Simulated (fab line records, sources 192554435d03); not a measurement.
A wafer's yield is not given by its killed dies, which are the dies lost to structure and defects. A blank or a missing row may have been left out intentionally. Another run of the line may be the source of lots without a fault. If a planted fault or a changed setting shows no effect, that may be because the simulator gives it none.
fab line records + flow n5-finfet
[record]
- lots = 5
- wafers = 15
- last-day = 18
route steps=1938 shown BEOL_M9@1410
lots that met no fault: taken from a fault-free run of the same line
start-h: hours from the record's opening day to when the first of the lot's shown wafers began + wait-h: how many hours have passed since the lot's step before this one + " as in the row above + L1.1+2: a row that stands for several wafers + - no value present, or no start provided + * or withheld: withheld + < > ~ a bound
route shown NAME@n: NAME is a module with steps in the file, n the number in the route of the first one + usual: the fault-free wafers' mean and standard deviation + same: alike in all rows + chamber/n: place in a boat + sites: per-site readings + _std_site: standard deviation across them + _edge_site: mean of outer sites minus mean of inner sites + radius-mm: how far each site lies from the wafer's centre + mask NAME#n: copy n + behind: the tool/chamber that last shaped the wafer + hold: what put the lot on hold/how long, in hours/how the hold closed + device: names the non-switching transistor (n, p or np) + end of line: the tests these same wafers got at the end of their route + where a step has no rows: the recipe by itself + killed: dies lost to structure and defects at the first sort, not the wafer's yield + map: shows each die of a wafer: x if killed, . if not, _ if none is there
set.NAME: setting as actually run; set.NAME@STEP: the setting as run at that earlier step + model.NAME: the simulator's own value behind a step, which no gauge read
lots seen at some steps along the route; tables by step, rows by wafer
services: from which hour (start-h, from the record's first day; less than 0 if before it) a tool's chamber was out of use, for how many hours, and why
[[steps]]
[step N5_BEOL_M9_SOFTBAKE_06]
[recipe]
- temp-c = 110
- time-s = 60
- resist = CAR-ArF
[usual]
- resist-line-temp-C = 23.03/0.1
| lot.wafer | tool           | chamber | start-h | wait-h | resist-line-temp-C |
|-----------|----------------|---------|---------|--------|--------------------|
| L079.1    | litho-track-05 | 0       | -       | -      | 23.08              |
| L079.2    | "              | 0       | "       | "      | 23.19              |
| L079.5    | "              | 0       | "       | "      | 22.98              |
| L082.2    | litho-track-05 | 0       | -       | -      | 23.28              |
| L082.3    | "              | 0       | "       | "      | 23.06              |
| L082.5    | "              | 0       | "       | "      | 23.16              |
| L088.1    | litho-track-02 | 0       | -       | -      | 22.99              |
| L088.2    | "              | 0       | "       | "      | 23.18              |
| L088.4    | "              | 0       | "       | "      | 23.12              |
| L094.1    | litho-track-05 | 0       | -       | -      | 23.28              |
| L094.4    | "              | 0       | "       | "      | 23.01              |
| L094.5    | "              | 0       | "       | "      | 23.19              |
| L093.1    | litho-track-02 | 0       | -       | -      | 23.08              |
| L093.2    | "              | 0       | "       | "      | 22.88              |
| L093.4    | "              | 0       | "       | "      | 23.04              |
[step N5_BEOL_M9_EXPOSE_08]
[recipe]
- mask-id = M9
- na = 1.35
- source-shape = dipole
- sigma-inner = 0.411
- sigma-outer = 0.611
- polarization = te
- dose-mj = 53.75
[same]
- dipole-opening-deg = 40
- na = 1.35
| lot.wafer  | tool            | chamber | start-h | wait-h | mask |
|------------|-----------------|---------|---------|--------|------|
| L079.1+2+5 | arfi-scanner-01 | 0       | 274.08  | -      | M9#0 |
| L082.2+3+5 | arfi-scanner-02 | 0       | 295.91  | -      | M9#0 |
| L088.1+2+4 | arfi-scanner-03 | 0       | 346.81  | -      | M9#0 |
| L094.1+4+5 | arfi-scanner-03 | 0       | 358.22  | -      | M9#0 |
| L093.1+2+4 | arfi-scanner-02 | 0       | 370.07  | -      | M9#0 |
[step N5_BEOL_M9_PEB_09]
[recipe]
- peb-temp-c = withheld
- peb-time-s = 60
- resist = CAR-ArF
[usual]
- resist-line-temp-C = 22.99/0.11
| lot.wafer | tool           | chamber | start-h | wait-h | resist-line-temp-C |
|-----------|----------------|---------|---------|--------|--------------------|
| L079.1    | litho-track-02 | 0       | 274.14  | 0.1    | 22.93              |
| L079.2    | "              | 0       | "       | "      | 22.88              |
| L079.5    | "              | 0       | "       | "      | 23.06              |
| L082.2    | litho-track-02 | 0       | 295.97  | 0.0    | 23.03              |
| L082.3    | "              | 0       | "       | "      | 23.18              |
| L082.5    | "              | 0       | "       | "      | 23.16              |
| L088.1    | litho-track-05 | 0       | 346.87  | 0.1    | 23.02              |
| L088.2    | "              | 0       | "       | "      | 23.19              |
| L088.4    | "              | 0       | "       | "      | 23.09              |
| L094.1    | litho-track-05 | 0       | 358.28  | 0.1    | 23.03              |
| L094.4    | "              | 0       | "       | "      | 23.15              |
| L094.5    | "              | 0       | "       | "      | 23.00              |
| L093.1    | litho-track-01 | 0       | 370.13  | 0.1    | 23.12              |
| L093.2    | "              | 0       | "       | "      | 23.08              |
| L093.4    | "              | 0       | "       | "      | 23.09              |
[step N5_BEOL_M9_DEVELOP_10]
[recipe]
- develop-time-s = 30
- developer = TMAH
- resist = CAR-ArF
- rinse-liquid = diw
- dry = air-spin
- dev-temp-c = 23
[usual]
- resist-line-temp-C = 23.01/0.11
| lot.wafer | tool           | chamber | start-h | wait-h | resist-line-temp-C |
|-----------|----------------|---------|---------|--------|--------------------|
| L079.1    | litho-track-02 | 0       | -       | -      | 22.94              |
| L079.2    | "              | 0       | "       | "      | 22.92              |
| L079.5    | "              | 0       | "       | "      | 23.02              |
| L082.2    | litho-track-02 | 0       | -       | -      | 23.08              |
| L082.3    | "              | 0       | "       | "      | 22.96              |
| L082.5    | "              | 0       | "       | "      | 22.98              |
| L088.1    | litho-track-05 | 0       | -       | -      | 23.10              |
| L088.2    | "              | 0       | "       | "      | 22.91              |
| L088.4    | "              | 0       | "       | "      | 22.99              |
| L094.1    | litho-track-05 | 0       | -       | -      | 22.96              |
| L094.4    | "              | 0       | "       | "      | 22.79              |
| L094.5    | "              | 0       | "       | "      | 22.98              |
| L093.1    | litho-track-01 | 0       | -       | -      | 23.10              |
| L093.2    | "              | 0       | "       | "      | 23.00              |
| L093.4    | "              | 0       | "       | "      | 22.89              |
[step N5_BEOL_M9_CD_MEAS_11]
[recipe]
- target-cd-nm = 64.1
- landing-energy-ev = 500
- detector = se-inlens
- polarity = opening
[usual]
- cd-nm = 64.6/0.52
[same]
- landing-energy-ev = 500
| lot.wafer | tool      | chamber | start-h | wait-h | cd-nm |
|-----------|-----------|---------|---------|--------|-------|
| L079.1    | cd-sem-01 | 0       | 274.21  | -      | 64.2  |
| L079.2    | "         | 0       | "       | "      | 64.3  |
| L079.5    | "         | 0       | "       | "      | 64.3  |
| L082.2    | cd-sem-02 | 0       | 296.04  | -      | 64.4  |
| L082.3    | "         | 0       | "       | "      | 64.3  |
| L082.5    | "         | 0       | "       | "      | 64.4  |
| L088.1    | cd-sem-03 | 0       | 346.94  | -      | 64.6  |
| L088.2    | "         | 0       | "       | "      | 64.2  |
| L088.4    | "         | 0       | "       | "      | 63.5  |
| L094.1    | cd-sem-02 | 0       | 358.34  | -      | 64.5  |
| L094.4    | "         | 0       | "       | "      | 63.5  |
| L094.5    | "         | 0       | "       | "      | 64.9  |
| L093.1    | cd-sem-01 | 0       | 370.20  | -      | 64.9  |
| L093.2    | "         | 0       | "       | "      | 65.0  |
| L093.4    | "         | 0       | "       | "      | 65.4  |
[step N5_BEOL_M9_OVL_MEAS_12]
[recipe]
- points-per-wafer = 44
[usual]
- M9_OVL = 0.2/0.86
| lot.wafer | tool       | chamber | start-h | wait-h | M9_OVL[nm] |
|-----------|------------|---------|---------|--------|------------|
| L079.1    | overlay-01 | 0       | 274.24  | 0.0    | 2.8        |
| L079.2    | "          | 0       | "       | "      | 1.0        |
| L079.5    | "          | 0       | "       | "      | 2.2        |
| L082.2    | overlay-02 | 0       | 296.06  | 0.0    | -0.1       |
| L082.3    | "          | 0       | "       | "      | -1.2       |
| L082.5    | "          | 0       | "       | "      | -1.2       |
| L088.1    | overlay-01 | 0       | 346.97  | 0.0    | 0.5        |
| L088.2    | "          | 0       | "       | "      | 0.0        |
| L088.4    | "          | 0       | "       | "      | -0.8       |
| L094.1    | overlay-02 | 0       | 358.37  | 0.0    | 0.8        |
| L094.4    | "          | 0       | "       | "      | 0.7        |
| L094.5    | "          | 0       | "       | "      | -0.6       |
| L093.1    | overlay-01 | 0       | 370.24  | 0.0    | -0.7       |
| L093.2    | "          | 0       | "       | "      | 0.0        |
| L093.4    | "          | 0       | "       | "      | 0.8        |
[step N5_BEOL_M9_INSPECT_13]
[recipe]
- mode = adi
- inspect-instrument = brightfield
[usual]
- raw-defect-count = 431/120
| lot.wafer | tool              | chamber | start-h | wait-h | raw-defect-count |
|-----------|-------------------|---------|---------|--------|------------------|
| L079.1    | defect-inspect-02 | -       | 274.26  | 0.0    | 502              |
| L079.2    | "                 | -       | "       | "      | 659              |
| L079.5    | "                 | -       | "       | "      | 550              |
| L082.2    | defect-inspect-01 | -       | 296.09  | 0.0    | 398              |
| L082.3    | "                 | -       | "       | "      | 445              |
| L082.5    | "                 | -       | "       | "      | 493              |
| L088.1    | defect-inspect-02 | -       | 347.00  | 0.0    | 529              |
| L088.2    | "                 | -       | "       | "      | 427              |
| L088.4    | "                 | -       | "       | "      | 515              |
| L094.1    | defect-inspect-01 | -       | 358.40  | 0.0    | 445              |
| L094.4    | "                 | -       | "       | "      | 434              |
| L094.5    | "                 | -       | "       | "      | 470              |
| L093.1    | defect-inspect-01 | -       | 370.26  | 0.0    | 458              |
| L093.2    | "                 | -       | "       | "      | 407              |
| L093.4    | "                 | -       | "       | "      | 633              |
[[services]]
| tool            | chamber | start-h | hours | kind        |
|-----------------|---------|---------|-------|-------------|
| arfi-scanner-02 | -       | 255.90  | 1.0   | pm          |
| arfi-scanner-03 | -       | 261.16  | 0.8   | pm          |
| arfi-scanner-01 | -       | 264.85  | 1.0   | repair      |
| arfi-scanner-03 | -       | 272.10  | 1.0   | pm          |
| arfi-scanner-01 | -       | 284.46  | 0.8   | repair      |
| arfi-scanner-03 | 0       | 290.80  | -     | calibration |
| arfi-scanner-01 | -       | 292.94  | 4.4   | repair      |
| arfi-scanner-01 | -       | 305.54  | 1.3   | pm          |
| arfi-scanner-02 | 0       | 321.29  | -     | calibration |
| arfi-scanner-01 | -       | 337.55  | 1.0   | pm          |
| arfi-scanner-02 | -       | 342.57  | 0.8   | pm          |
| arfi-scanner-01 | -       | 343.44  | 4.0   | repair      |
| arfi-scanner-03 | -       | 355.94  | 0.2   | repair      |
[[key]]
fault none
